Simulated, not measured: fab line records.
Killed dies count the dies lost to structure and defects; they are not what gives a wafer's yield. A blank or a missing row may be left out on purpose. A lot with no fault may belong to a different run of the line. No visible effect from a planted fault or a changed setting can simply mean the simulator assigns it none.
A lot that was struck, set against a sound lot | flow n5 finfet | 14 out of 1938 route steps
Sound: wafers L615.1, L615.2, L615.3. The struck wafers were L621.2, L621.4, L621.5. The cause is given at the end.
Each step with rows lists, per side, the tool, then ch with its chambers, then its first start. Under that, the readings that differ: sound wafers | struck wafers | difference of the means | sigmas: that difference in standard deviations of wafers without a fault.
alike: readings with means less than 2 such deviations apart, plus words and numbers identical on both sides. not compared: withheld readings, readings lacking a value on some wafer, bounds such as >300 that could conceal the same value, and numbers that have no deviation in the record and whose values overlap.
A row with sigmas, a row that says differs or no value, or rows on one side alone: a step with any of these is where the two part. Numbers that don't overlap but have no deviation are shown without sigmas and don't part them. A reading that every wafer of one side lacks parts them only if that side has two wafers or more.

first, 8 steps without rows for these wafers: N5_WELL_APT_HMDS_01 (time 60 s); N5_WELL_APT_COAT_02 (resist thk 950 nm); N5_WELL_APT_EBR_04; N5_WELL_APT_SOFTBAKE_03 (time 60 s); N5_WELL_APT_EXPOSE_05 (exposes mask NWELL, defocus 0 nm, target cd 200 nm); N5_WELL_APT_PEB_06 (peb time 90 s); N5_WELL_APT_DEVELOP_07 (develop time 45 s); N5_WELL_APT_HARDBAKE_12 (time 120 s).
N5_WELL_APT_CD_MEAS_08: the cd target is 200 nm.
  sound on cd sem-02 ch 0, day 1 13:34; struck on cd sem-03 ch 0, day 3 02:06
  alike: cd nm
N5_WELL_APT_OVL_MEAS_09:
  sound on overlay-02 ch 0, day 1 13:35; struck on overlay-01 ch 0, day 3 02:08
  alike: NWELL_OVL
N5_WELL_APT_INSPECT_10: inspects for defects (macro).
  sound: defect inspect-01 at day 1 13:37; struck: defect inspect-02 at day 3 02:09
  alike: raw defect count
N5_WELL_APT_DESCUM_13: chemistry O2, time 7.9 s.
  sound on rie diel-04 ch 0,1,3, day 1 13:38; struck on rie diel-02 ch 1,3, day 3 02:23
  alike: drypump motor current A, oes product au, rf vpp V, showerhead plenum p Torr, throttle valve pct
  not compared: rf hours counter h
N5_WELL_APT_IMPLANT_14:
  sound on implanter-02 ch 0, day 1 13:44; struck on implanter-02 ch 0, day 3 02:31
  reading                   | sound          | struck            | difference | sigmas
  model.implant.rp nm (nm)  | 205 205 205    | 89.51 89.51 89.51 | -115.49    |
  model.implant.drp nm (nm) | 65.9 65.9 65.9 | 35.37 35.37 35.37 | -30.53     |
  alike: beam on s
after that, 1 step had no rows for these wafers: N5_WELL_APT_IMPLANT_15.

## WHERE THEY PART
Nowhere in this record.

WHY: what the simulator had put in
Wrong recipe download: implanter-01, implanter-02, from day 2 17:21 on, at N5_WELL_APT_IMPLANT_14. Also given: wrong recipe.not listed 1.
